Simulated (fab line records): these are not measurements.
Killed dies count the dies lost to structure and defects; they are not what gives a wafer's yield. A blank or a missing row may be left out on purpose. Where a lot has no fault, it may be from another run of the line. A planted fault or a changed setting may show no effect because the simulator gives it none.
fab line records	flow n5-finfet
[record] lots = 11	wafers = 33	last-day = 18
route steps=1938 shown BEOL_M1@808 BEOL_M4@1111 PASSIVATION@1936
lots that met no fault: taken from a fault-free run of the same line
start-h: hours from the record's first day to the start of the lot's first wafer shown	wait-h: hours elapsed since this lot's preceding step	" identical to the entry in the row above	L1.1+2: a row that stands for several wafers	- no value, or no start given	* or withheld: withheld	< > ~ a bound
route shown NAME@n: a module of which the file shows steps, and the number in the route of the first	usual: the fault-free wafers' mean and standard deviation	same: alike in all rows	chamber/n: place in a boat	sites: each site's reading	_std_site: standard deviation of those values	_edge_site: inner sites' mean taken away from outer sites' mean	radius-mm: how far each site lies from the wafer's centre	mask NAME#n: copy n	behind: the last tool/chamber to shape the wafer	hold: why the lot was held/for how many hours/how that ended	device: the n, p or np transistor that did not switch	end of line: the same wafers' tests at the end of the route	where a step has no rows: the recipe by itself	killed: not the wafer's yield, but the dies lost to structure and defects at the first sort	map: dies across one wafer; x = killed, . = not, _ = none there
set.NAME: the setting as run; set.NAME@STEP: as run at that earlier step	model.NAME: the simulator's own value behind a step, which no gauge read
one table for each step of the route and one row for each wafer, over a sample of lots
services: when a tool's chamber went out of use (start-h, in hours from the record's first day, below 0 if earlier), for how many hours, and the reason
[[steps]]
[step N5_BEOL_M1_CD_MEAS_35]
[recipe] target-cd-nm = 18	target-cd-y-nm = 21	polarity = opening
[usual] cd-nm = 17.9/0.34
lot.wafer	tool	chamber	start-h	wait-h	cd-nm
L392.2	cd-sem-03	-	124.82	0.0	17.5
L392.3	"	-	"	"	17.8
L392.6	"	-	"	"	18.0
L393.1	cd-sem-03	-	129.52	0.0	18.4
L393.3	"	-	"	"	18.1
L393.5	"	-	"	"	17.7
L394.2	cd-sem-01	-	142.34	0.0	17.5
L394.5	"	-	"	"	17.6
L394.6	"	-	"	"	17.7
L396.2	cd-sem-02	-	147.35	0.0	18.2
L396.3	"	-	"	"	18.1
L396.6	"	-	"	"	18.2
L400.1	cd-sem-01	-	175.93	0.0	17.4
L400.2	"	-	"	"	17.7
L400.4	"	-	"	"	17.8
L401.1	cd-sem-03	-	181.33	0.0	17.3
L401.3	"	-	"	"	17.4
L401.5	"	-	"	"	17.5
L403.3	cd-sem-01	-	188.45	0.0	17.2
L403.5	"	-	"	"	17.4
L403.6	"	-	"	"	17.8
L405.3	cd-sem-02	-	208.20	0.0	18.0
L405.4	"	-	"	"	17.9
L405.5	"	-	"	"	17.8
L410.1	cd-sem-03	-	245.79	0.0	18.2
L410.2	"	-	"	"	18.4
L410.3	"	-	"	"	18.6
L412.3	cd-sem-02	-	250.12	0.0	18.3
L412.5	"	-	"	"	18.0
L412.6	"	-	"	"	18.1
L413.1	cd-sem-02	-	253.80	0.0	17.9
L413.3	"	-	"	"	18.5
L413.6	"	-	"	"	18.0
[step N5_BEOL_M1_ANNEAL_49]
[recipe] temp-c = 400	time-s = 240	ambient = vacuum
[usual] heater-power-w = 824/83	susceptor-temp-C = 400.00/0.23
lot.wafer	tool	chamber	start-h	wait-h	heater-power-w	susceptor-temp-C
L392.2	pvd-sputter-01	-	127.40	0.0	707	399.78
L392.3	"	-	"	"	847	399.74
L392.6	"	-	"	"	683	399.75
L393.1	pvd-sputter-01	-	130.54	0.0	867	399.72
L393.3	"	-	"	"	694	399.84
L393.5	"	-	"	"	672	400.07
L394.2	pvd-sputter-03	-	143.85	0.0	735	399.98
L394.5	"	-	"	"	862	399.85
L394.6	"	-	"	"	786	400.21
L396.2	pvd-sputter-03	-	148.22	0.0	931	399.61
L396.3	"	-	"	"	781	400.10
L396.6	"	-	"	"	736	399.92
L400.1	pvd-sputter-02	-	177.62	0.0	821	400.13
L400.2	"	-	"	"	802	399.99
L400.4	"	-	"	"	991	399.56
L401.1	pvd-sputter-02	-	182.31	0.0	1001	400.23
L401.3	"	-	"	"	799	399.83
L401.5	"	-	"	"	799	400.32
L403.3	pvd-sputter-03	-	189.46	0.0	938	400.08
L403.5	"	-	"	"	794	399.93
L403.6	"	-	"	"	756	399.92
L405.3	pvd-sputter-02	-	209.69	0.0	808	399.80
L405.4	"	-	"	"	963	399.89
L405.5	"	-	"	"	786	400.12
L410.1	pvd-sputter-02	-	247.08	0.0	806	399.80
L410.2	"	-	"	"	979	399.74
L410.3	"	-	"	"	791	400.02
L412.3	pvd-sputter-02	-	251.76	0.0	967	399.84
L412.5	"	-	"	"	821	400.02
L412.6	"	-	"	"	994	399.76
L413.1	pvd-sputter-03	-	254.92	0.0	895	400.20
L413.3	"	-	"	"	748	399.95
L413.6	"	-	"	"	745	400.47
[step N5_BEOL_M1_SPUTTER_86]
[recipe] material = Cu	target-thk-a = 45	temp-c = -20	chamber-pressure-pa = 0.07	power-w = withheld	time-s = 8.29
[usual] throttle-valve-pct = 30.1/0.72
lot.wafer	tool	chamber	start-h	wait-h	throttle-valve-pct
L392.2	pvd-sputter-01	-	128.03	0.1	30.5
L392.3	"	-	"	"	31.0
L392.6	"	-	"	"	30.6
L393.1	pvd-sputter-01	-	131.16	0.1	29.4
L393.3	"	-	"	"	30.8
L393.5	"	-	"	"	30.7
L394.2	pvd-sputter-03	-	144.43	0.1	30.6
L394.5	"	-	"	"	28.5
L394.6	"	-	"	"	30.1
L396.2	pvd-sputter-03	-	148.80	0.1	29.4
L396.3	"	-	"	"	30.0
L396.6	"	-	"	"	30.7
L400.1	pvd-sputter-02	-	178.20	0.1	30.8
L400.2	"	-	"	"	29.5
L400.4	"	-	"	"	29.5
L401.1	pvd-sputter-02	-	182.89	0.1	29.9
L401.3	"	-	"	"	30.6
L401.5	"	-	"	"	30.9
L403.3	pvd-sputter-03	-	190.04	0.1	29.2
L403.5	"	-	"	"	29.9
L403.6	"	-	"	"	30.8
L405.3	pvd-sputter-02	-	210.27	0.1	30.4
L405.4	"	-	"	"	29.9
L405.5	"	-	"	"	30.9
L410.1	pvd-sputter-02	-	247.66	0.1	30.6
L410.2	"	-	"	"	29.8
L410.3	"	-	"	"	30.8
L412.3	pvd-sputter-02	-	252.34	0.1	29.9
L412.5	"	-	"	"	30.6
L412.6	"	-	"	"	30.1
L413.1	pvd-sputter-03	-	255.50	0.1	29.2
L413.3	"	-	"	"	30.7
L413.6	"	-	"	"	30.7
[step N5_BEOL_M1_ANNEAL_87]
[recipe] temp-c = 400	time-s = 240	ambient = vacuum
[usual] heater-power-w = 825/83	susceptor-temp-C = 400.01/0.22
lot.wafer	tool	chamber	start-h	wait-h	heater-power-w	susceptor-temp-C
L392.2	pvd-sputter-01	-	128.12	0.0	673	400.12
L392.3	"	-	"	"	857	399.98
L392.6	"	-	"	"	691	400.21
L393.1	pvd-sputter-01	-	131.25	0.0	890	400.03
L393.3	"	-	"	"	713	400.01
L393.5	"	-	"	"	686	400.42
L394.2	pvd-sputter-03	-	144.51	0.0	756	399.71
L394.5	"	-	"	"	867	400.12
L394.6	"	-	"	"	793	399.84
L396.2	pvd-sputter-03	-	148.88	0.0	901	399.75
L396.3	"	-	"	"	783	399.95
L396.6	"	-	"	"	740	400.22
L400.1	pvd-sputter-02	-	178.28	0.0	813	400.08
L400.2	"	-	"	"	805	399.68
L400.4	"	-	"	"	996	400.04
L401.1	pvd-sputter-02	-	182.97	0.0	973	399.80
L401.3	"	-	"	"	792	399.99
L401.5	"	-	"	"	820	399.83
L403.3	pvd-sputter-03	-	190.12	0.0	928	400.01
L403.5	"	-	"	"	791	400.25
L403.6	"	-	"	"	745	400.34
L405.3	pvd-sputter-02	-	210.35	0.0	817	399.99
L405.4	"	-	"	"	980	400.00
L405.5	"	-	"	"	788	400.20
L410.1	pvd-sputter-02	-	247.74	0.0	-	-
L410.2	"	-	"	"	-	-
L410.3	"	-	"	"	-	-
L412.3	pvd-sputter-02	-	252.42	0.0	-	-
L412.5	"	-	"	"	-	-
L412.6	"	-	"	"	-	-
L413.1	pvd-sputter-03	-	255.58	0.0	-	-
L413.3	"	-	"	"	-	-
L413.6	"	-	"	"	-	-
[step N5_BEOL_M4_RC_MEAS_101]
[usual] DIBL_N = 36.2/1.6	DIBL_P = 36.5/1.9	IOFF_N = 0.158/0.027	IOFF_P = 0.21/0.038	ION_N = 675/12	ION_P = 464/8.9	SS_N = 71.5/0.61	SS_P = 73.4/0.59	VT_N = 250.4/3	VT_P = -250/3.6
lot.wafer	tool	chamber	start-h	wait-h	DIBL_N[mV/V]	DIBL_P[mV/V]	IOFF_N[nA/um]	IOFF_P[nA/um]	ION_N[uA/um]	ION_P[uA/um]	SS_N[mV/dec]	SS_P[mV/dec]	VT_N[mV]	VT_P[mV]
L393.1	prober-01	0	164.40	0.0	37.7	38.5	0.175	0.26	683	474	72.3	74.0	251.0	-247
L393.3	"	0	"	"	36.3	36.5	0.146	0.22	676	472	71.1	73.0	251.9	-250
L393.5	"	0	"	"	38.5	39.0	0.194	0.27	683	468	72.0	74.1	247.4	-245
L392.2	prober-02	0	167.34	0.2	34.3	35.5	0.138	0.19	668	457	70.9	72.3	252.3	-251
L392.3	"	0	"	"	36.1	38.0	0.161	0.24	682	466	71.5	72.9	252.3	-251
L392.6	"	0	"	"	36.9	38.7	0.184	0.25	688	465	72.0	73.2	249.9	-246
L394.2	prober-01	0	170.34	0.2	35.1	35.1	0.140	0.18	670	458	71.4	73.4	250.7	-254
L394.5	"	0	"	"	34.4	34.7	0.130	0.18	663	461	70.9	73.1	255.0	-254
L394.6	"	0	"	"	34.1	33.3	0.114	0.16	656	449	71.2	72.0	254.7	-255
L396.2	prober-02	0	186.05	0.2	34.7	34.0	0.134	0.16	658	450	70.6	72.6	253.2	-257
L396.3	"	0	"	"	36.7	37.3	0.164	0.21	661	457	71.9	73.3	253.0	-250
L396.6	"	0	"	"	35.4	35.1	0.147	0.17	650	446	71.8	72.7	254.2	-256
L400.1	prober-01	0	212.54	0.0	37.5	36.6	0.156	0.18	666	452	71.0	73.1	250.0	-257
L400.2	"	0	"	"	39.8	38.7	0.211	0.21	682	453	72.3	73.9	246.5	-255
L400.4	"	0	"	"	36.0	34.4	0.128	0.16	651	437	71.1	73.0	256.1	-259
L401.1	prober-02	0	218.98	0.0	37.6	38.5	0.184	0.24	698	475	72.1	73.9	245.7	-249
L401.3	"	0	"	"	35.8	37.4	0.158	0.22	686	467	71.1	73.5	250.7	-249
L401.5	"	0	"	"	35.6	37.4	0.165	0.22	696	477	71.1	73.4	247.4	-248
L403.3	prober-01	0	227.77	0.3	34.9	35.8	0.142	0.19	671	463	70.5	73.5	251.0	-250
L403.5	"	0	"	"	36.5	37.3	0.175	0.20	691	464	70.8	73.8	245.7	-251
L403.6	"	0	"	"	38.2	39.0	0.209	0.25	705	474	72.8	73.6	246.5	-246
L405.3	prober-02	0	249.91	0.3	36.5	35.8	0.149	0.23	669	466	72.0	73.0	250.0	-248
L405.4	"	0	"	"	35.6	35.8	0.133	0.24	668	473	71.4	73.2	252.2	-245
L405.5	"	0	"	"	36.6	36.3	0.158	0.24	687	477	71.9	73.9	248.9	-247
L410.1	prober-01	0	281.24	0.0	35.9	35.2	0.144	0.20	699	475	71.7	73.5	248.9	-250
L410.2	"	0	"	"	37.0	37.2	0.162	0.23	691	467	71.6	74.1	248.4	-251
L410.3	"	0	"	"	38.6	40.1	0.212	0.30	705	488	72.1	74.0	245.7	-242
L413.1	prober-02	0	302.58	0.0	35.7	35.7	0.158	0.18	677	459	71.2	72.7	248.8	-254
L413.3	"	0	"	"	36.8	38.1	0.175	0.23	666	457	71.6	73.8	247.5	-250
L413.6	"	0	"	"	35.6	36.5	0.165	0.20	677	468	71.4	72.8	248.2	-251
L412.3	prober-02	0	307.86	0.3	38.4	36.8	0.179	0.26	673	468	72.1	73.3	249.6	-247
L412.5	"	0	"	"	37.6	36.5	0.163	0.25	666	467	72.0	74.1	249.4	-247
L412.6	"	0	"	"	37.1	35.7	0.161	0.22	658	457	72.8	73.2	253.0	-247
[step N5_PASSIVATION_PROBE_49]
[usual] defect-limited-yield = 91.3/1.7	killed_at_M0_to_M3 = 33/11	killed_at_M4_up = 14/5.5	killed-at-contacts = 13/6.5	killed-at-front-end = 39/13	killed-at-other = 3.4/2.9	killed-dies = 103/20	killed-open = 69/15	killed-short = 32/8.1	sort_bin_5_function = 5.1/1.1	sort_bin_6_memory = 3.3/0.74	sort_bin_8_speed = 0.00/0.014	sort-n-pass = 1077/20	sort-yield-pct = 91.3/1.7
[same] gross-dies = 1180	killed-at-back-side = 0	sort_bin_4_leakage[%] = 0
lot.wafer	tool	chamber	start-h	wait-h	defect-limited-yield[%]	killed_at_M0_to_M3	killed_at_M4_up	killed-at-contacts	killed-at-front-end	killed-at-other	killed-dies	killed-open	killed-short	sort_bin_5_function[%]	sort_bin_6_memory[%]	sort_bin_8_speed[%]	sort-n-pass	sort-yield-pct[%]
L394.2	prober-02	-	282.12	0.1	92.7	23	14	16	33	0	86	62	23	4.6	2.4	0	1094	92.7
L394.5	prober-02	-	282.27	0.2	91.3	34	12	15	42	0	103	72	31	5.3	3.1	0	1077	91.3
L394.6	prober-02	-	282.32	0.3	93.1	31	12	10	27	2	82	50	30	4.7	2.1	0	1098	93.1
L396.2	prober-01	-	305.16	0.1	87.5	37	26	22	56	7	148	97	50	6.9	5.1	0	1032	87.5
L396.3	prober-01	-	305.21	0.1	89.1	49	12	10	47	11	129	74	54	6.7	3.9	0	1051	89.1
L396.6	prober-01	-	305.36	0.3	92.7	26	13	8	31	8	86	60	26	4.4	2.8	0.08	1093	92.6
L403.3	prober-01	-	335.85	0.1	90.6	71	4	12	23	1	111	70	40	6.0	3.3	0	1069	90.6
L403.5	prober-01	-	335.95	0.2	92.7	28	15	16	23	4	86	60	25	4.0	3.0	0	1094	92.7
L403.6	prober-01	-	336.00	0.3	92.9	35	14	7	27	1	84	62	21	4.4	2.5	0	1096	92.9
L405.3	prober-01	-	355.47	0.1	94.2	8	11	6	31	13	69	47	21	3.5	2.4	0	1111	94.2
L405.4	prober-01	-	355.52	0.2	93.3	29	10	1	33	6	79	53	26	4.2	2.2	0	1101	93.3
L405.5	prober-01	-	355.57	0.2	91.6	35	7	7	41	9	99	60	37	5.1	3.0	0	1081	91.6
// killed by level:class
L394.2 MOL_CONTACT_COAG:geometric-particle:open=14 BEOL_M4:geometric-particle:open=7 STI_FIN_REVEAL:geometric-particle:open=6 BEOL_M1:geometric-particle:open=6 FIN_SAQP:geometric-particle:open=5 BEOL_M0_SAQP:geometric-particle:short=4 FIN_SAQP:geometric-particle:short=3 DUMMY_GATE:geometric-particle:open=3
L394.5 STI_FIN_REVEAL:geometric-particle:open=16 MOL_CONTACT_COAG:geometric-particle:open=13 BEOL_M0_SAQP:geometric-particle:short=10 BEOL_M0_SAQP:geometric-particle:open=8 FIN_SAQP:geometric-particle:open=6 GATE_CUT:geometric-particle:short=6 BEOL_M2:geometric-particle:open=5 DUMMY_GATE:geometric-particle:open=4
L394.6 FIN_SAQP:geometric-particle:short=7 BEOL_M2:geometric-particle:open=7 MOL_CONTACT_COAG:geometric-particle:open=6 BEOL_M0_SAQP:geometric-particle:short=6 DUMMY_GATE:geometric-particle:open=5 BEOL_M0:geometric-particle:open=5 BEOL_M4:geometric-particle:open=5 STI_FIN_REVEAL:geometric-particle:open=4
L396.2 MOL_CONTACT_COAG:geometric-particle:open=18 STI_FIN_REVEAL:geometric-particle:open=16 FIN_SAQP:geometric-particle:short=15 BEOL_M4:geometric-particle:open=15 BEOL_M3:geometric-particle:open=10 FIN_SAQP:geometric-particle:open=9 BEOL_M0_SAQP:geometric-particle:short=7 BEOL_M0_SAQP:geometric-particle:open=6
L396.3 FIN_SAQP:geometric-particle:short=11 MOL_CONTACT_COAG:geometric-particle:open=9 BEOL_M1:geometric-particle:open=9 FIN_SAQP:geometric-particle:open=7 STI_FIN_REVEAL:geometric-particle:open=7 BEOL_M0_SAQP:geometric-particle:short=7 BEOL_M0:geometric-particle:open=7 BEOL_M0_SAQP:geometric-particle:open=6
L396.6 FIN_SAQP:geometric-particle:open=10 BEOL_M1:geometric-particle:open=10 FIN_SAQP:geometric-particle:short=9 MOL_CONTACT_COAG:geometric-particle:open=6 BEOL_M3:geometric-particle:open=6 BEOL_M4:geometric-particle:open=5 STI_FIN_REVEAL:geometric-particle:open=4 BEOL_M5:geometric-particle:open=4
L403.3 BEOL_M0_SAQP:geometric-particle:open=30 BEOL_M0_SAQP:geometric-particle:short=20 MOL_CONTACT_COAG:geometric-particle:open=8 DUMMY_GATE:geometric-particle:open=5 BEOL_M1:geometric-particle:open=5 BEOL_M1:geometric-particle:short=5 FIN_SAQP:geometric-particle:short=4 BEOL_M3:geometric-particle:open=4
L403.5 MOL_CONTACT_COAG:geometric-particle:open=13 FIN_SAQP:geometric-particle:open=11 BEOL_M0_SAQP:geometric-particle:short=9 BEOL_M0_SAQP:geometric-particle:open=7 BEOL_M4:geometric-particle:open=7 DUMMY_GATE:geometric-particle:open=5 BEOL_M1:geometric-particle:open=5 BEOL_M5:geometric-particle:open=4
L403.6 BEOL_M1:geometric-particle:open=10 BEOL_M0_SAQP:geometric-particle:open=8 FIN_SAQP:geometric-particle:open=6 MOL_CONTACT_COAG:geometric-particle:open=6 BEOL_M3:geometric-particle:open=6 BEOL_M0_SAQP:geometric-particle:short=5 BEOL_M5:geometric-particle:short=5 STI_FIN_REVEAL:geometric-particle:open=3
L405.3 STI_FIN_REVEAL:geometric-particle:open=7 DUMMY_GATE:geometric-particle:open=6 FIN_SAQP:geometric-particle:open=4 BEOL_M4:geometric-particle:short=4 PAD_METAL:geometric-particle:open=4 MOL_CONTACT_COAG:geometric-particle:short=3 MOL_CONTACT_COAG:geometric-particle:open=3 BEOL_M0_SAQP:geometric-particle:open=3
L405.4 BEOL_M2:geometric-particle:open=14 FIN_SAQP:geometric-particle:open=7 FIN_SAQP:geometric-particle:short=6 DUMMY_GATE:geometric-particle:open=6 GATE_CUT:geometric-particle:short=4 BEOL_M1:geometric-particle:open=4 BEOL_M0_SAQP:geometric-particle:open=3 BEOL_M0_SAQP:geometric-particle:short=3
L405.5 FIN_SAQP:geometric-particle:short=9 DUMMY_GATE:geometric-particle:open=9 BEOL_M0_SAQP:geometric-particle:short=8 BEOL_M3:geometric-particle:open=8 MOL_CONTACT_COAG:geometric-particle:open=7 BEOL_M1:geometric-particle:open=7 FIN_SAQP:geometric-particle:open=5 GATE_CUT:geometric-particle:short=5
[[services]]
tool	chamber	start-h	hours	kind
pvd-sputter-02	-	151.48	2.4	repair
[[key]]
[first-sign] step = N5_BEOL_M1_ANNEAL_87	reading = tool-record	direction = missing
effect none on later readings
met-at N5_BEOL_M1_ANNEAL_87
struck-lots L410,L412,L413
not-acting-at N5_BEOL_M1_CD_MEAS_35,N5_BEOL_M1_ANNEAL_49,N5_BEOL_M1_SPUTTER_86
onset-between 210.35 247.74
[fault] kind = skipped-step-whole	tool = pvd-sputter-02,pvd-sputter-03	chamber = -	onset-h = 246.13	steps = N5_BEOL_M1_ANNEAL_87	scope = struck-lots-only
